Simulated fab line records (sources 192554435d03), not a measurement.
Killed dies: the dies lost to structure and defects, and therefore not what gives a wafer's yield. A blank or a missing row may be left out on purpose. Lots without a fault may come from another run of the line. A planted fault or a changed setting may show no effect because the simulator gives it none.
Split-lot trial -- flow n5_finfet -- 21 wafers read from 7 lots, route of 1938 steps

== THE SPLIT ==
At N5_BEOL_M4_TRENCH_ETCH_37 (etches SiOC in C4F6/O2, target depth 55.555 nm, time 29.2 s), the setting bias_w was moved away from the recipe's 185 W on 7 of the 21 wafers read, by -16.0% to +8.6%. For the rest of the wafers, this setting stayed at what the recipe calls for.

Reading taken at the split's own step.

== THE READING ==
rf_vpp_V, in V, at N5_BEOL_M4_TRENCH_ETCH_37 (etches SiOC in C4F6/O2, target depth 55.555 nm, time 29.2 s). Fault-free wafers of this fab line usually give 668 V, standard deviation 14 V.

wafer,"tool, chamber at the split","bias_w as run, W",against the recipe,"rf_vpp_V, V",against lot-mates on the recipe
L076.2,"rie_diel-03, 0",185,recipe,682,-
L076.4,"rie_diel-03, 3",155.4,-16.0%,558,-124
L076.6,"rie_diel-03, 0",155.4,-16.0%,593,-89
L082.1,"rie_diel-04, 2",185,recipe,686,-
L082.2,"rie_diel-04, 1",185,recipe,670,-
L082.4,"rie_diel-04, 1",174.7,-5.6%,639,-39
L085.2,"rie_diel-05, 3",185,recipe,672,-
L085.3,"rie_diel-05, 0",201,+8.6%,716,+44
L085.5,"rie_diel-05, 3",185,recipe,672,-
L090.1,"rie_diel-05, 0",185,recipe,671,-
L090.2,"rie_diel-05, 3",185,recipe,672,-
L090.6,"rie_diel-05, 0",197.7,+6.9%,707,+36
L091.1,"rie_diel-03, 3",185,recipe,641,-
L091.4,"rie_diel-03, 2",163.8,-11.5%,595,-46
L091.5,"rie_diel-03, 1",163.8,-11.5%,612,-29
L095.4,"rie_diel-04, 1",185,recipe,670,-
L095.5,"rie_diel-04, 2",185,recipe,686,-
L095.6,"rie_diel-04, 3",185,recipe,674,-
L096.3,"rie_diel-03, 3",185,recipe,639,-
L096.5,"rie_diel-03, 3",185,recipe,639,-
L096.6,"rie_diel-03, 0",185,recipe,680,-

FIT RESULTS
A straight line over all 21 wafers: rf_vpp_V changes by +5.7 V for each +1% of bias_w; r = +0.93; the points scatter about the line by 15 V.
The same after taking each lot's own level away (the mean of its wafers on the recipe; 21 wafers): +5.51 V for each +1%; r = +0.93; scatter 15 V.
The reading moves by 88 V for the largest change in bias_w, on that fit.
Measured against the standard deviation above, the lots' own levels, which go from 641.0 to 682.0 V, span 2.9 times it.
Hence the lot-to-lot level has little effect on the slope; both slopes agree.
Check: for one of the wafers moved furthest among these (-16.0%), held out of the fit, the line's prediction against its lot-mates is -74.3 V. It came out at -124 V against them.
Tool readings at the split's step, against how far the setting was moved: rf_vpp_V r = +0.93.

== OTHER SPLITS APPLIED TO THESE WAFERS ==
Before the reading, these wafers also passed through other splits. Each is held against what the fit with the lots' levels taken away leaves over:
other split on the same wafers,wafers away from the commonest value,r with rf_vpp_V (lot level and that fit taken away)
N5_BEOL_M2_TRENCH_ETCH_37 time_s,8,+0.01
N5_BEOL_M3_ILD_DEP_00 time_s,10,-0.19
N5_BEOL_M3_COAT_05 spin_rpm,9,-0.17
N5_BEOL_M3_TRENCH_ETCH_37 time_s,8,-0.19
N5_BEOL_M4_DESCUM_33 time_s,8,+0.24

== FILE'S OWN FIT ==
rf_vpp_V changes by +5.51 V for each +1% of bias_w, r = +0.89.
